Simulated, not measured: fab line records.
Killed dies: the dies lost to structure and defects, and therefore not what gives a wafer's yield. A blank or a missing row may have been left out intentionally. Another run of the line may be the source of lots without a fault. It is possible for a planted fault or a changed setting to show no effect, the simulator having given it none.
Which tool was responsible? / flow nand-harc / 6 lots with 18 wafers sampled at 4 steps, on a route of 1159 steps

WHAT THE GAUGES READ, wafer by wafer
NHARC_A_M1_INSPECT_27.
lot=L441; measured=day 18 02:10; on=defect-inspect-02; raw-defect-count=608 859 578
lot=L443; measured=day 18 19:16; on=defect-inspect-01; raw-defect-count=381 391 487
lot=L446; measured=day 20 07:19; on=defect-inspect-01; raw-defect-count=447 416 344
lot=L455; measured=day 22 01:20; on=defect-inspect-01; raw-defect-count=595 520 443
lot=L460; measured=day 22 19:11; on=defect-inspect-01; raw-defect-count=437 320 356
lot=L461; measured=day 23 13:01; on=defect-inspect-01; raw-defect-count=557 399 509

WHAT TOOL EACH LOT RAN ON (gives the tool, then ch and the chambers of the sampled wafers, and finally the start)
lot=L441; NHARC_A_M0_PVD_21=pvd-sputter-02, day 18 00:43 or earlier; NHARC_A_M1_ECD_22=ecd-cu-01 ch 0,1, day 18 00:43; NHARC_A_M1_CMP_23=cmp-01 ch 1,3, day 18 01:41
lot=L443; NHARC_A_M0_PVD_21=pvd-sputter-02, day 18 18:04 or earlier; NHARC_A_M1_ECD_22=ecd-cu-02 ch 0,1, day 18 18:04; NHARC_A_M1_CMP_23=cmp-03 ch 0,1,2, day 18 18:49
lot=L446; NHARC_A_M0_PVD_21=pvd-sputter-02, day 20 06:06 or earlier; NHARC_A_M1_ECD_22=ecd-cu-02 ch 1, day 20 06:06; NHARC_A_M1_CMP_23=cmp-01 ch 2,3, day 20 06:51
lot=L455; NHARC_A_M0_PVD_21=pvd-sputter-01, day 22 00:08 or earlier; NHARC_A_M1_ECD_22=ecd-cu-01 ch 0,1, day 22 00:08; NHARC_A_M1_CMP_23=cmp-03 ch 0,1,3, day 22 00:53
lot=L460; NHARC_A_M0_PVD_21=pvd-sputter-03, day 22 18:02 or earlier; NHARC_A_M1_ECD_22=ecd-cu-01 ch 0,1, day 22 18:02; NHARC_A_M1_CMP_23=cmp-04 ch 1,2,3, day 22 18:46
lot=L461; NHARC_A_M0_PVD_21=pvd-sputter-01, day 23 11:55 or earlier; NHARC_A_M1_ECD_22=ecd-cu-01 ch 0,1, day 23 11:55; NHARC_A_M1_CMP_23=cmp-01 ch 0,1,3, day 23 12:33
- NHARC_A_M0_PVD_21: deposits Cu, target thk 30 nm, time 20.49 s.
- NHARC_A_M1_ECD_22: material Cu, target thk 400 nm.
- NHARC_A_M1_CMP_23: polishes, t overpolish 20 s, target thk 154.34 nm.

THE ANSWER, worked out from the rows above alone
Rule: what is usual is taken from the lots themselves. Put in order of their means at a reading, lots are off if they are a third of the lots or fewer, leave a main group of 4 or more, and stand apart from it by a gap of 3 or more times the standard deviation of the main group's means; of several such gaps the widest counts. The tables above print the reading to a certain number of digits; a main group whose means all agree to those digits is not used. A lot without any number at a reading at which 4 lots or more have one is off too. All remaining lots with rows at the step are treated as sound.
Across all readings shown, no lot is off: no conclusion can be drawn from this.

WHAT THE SIMULATOR HAD INSERTED
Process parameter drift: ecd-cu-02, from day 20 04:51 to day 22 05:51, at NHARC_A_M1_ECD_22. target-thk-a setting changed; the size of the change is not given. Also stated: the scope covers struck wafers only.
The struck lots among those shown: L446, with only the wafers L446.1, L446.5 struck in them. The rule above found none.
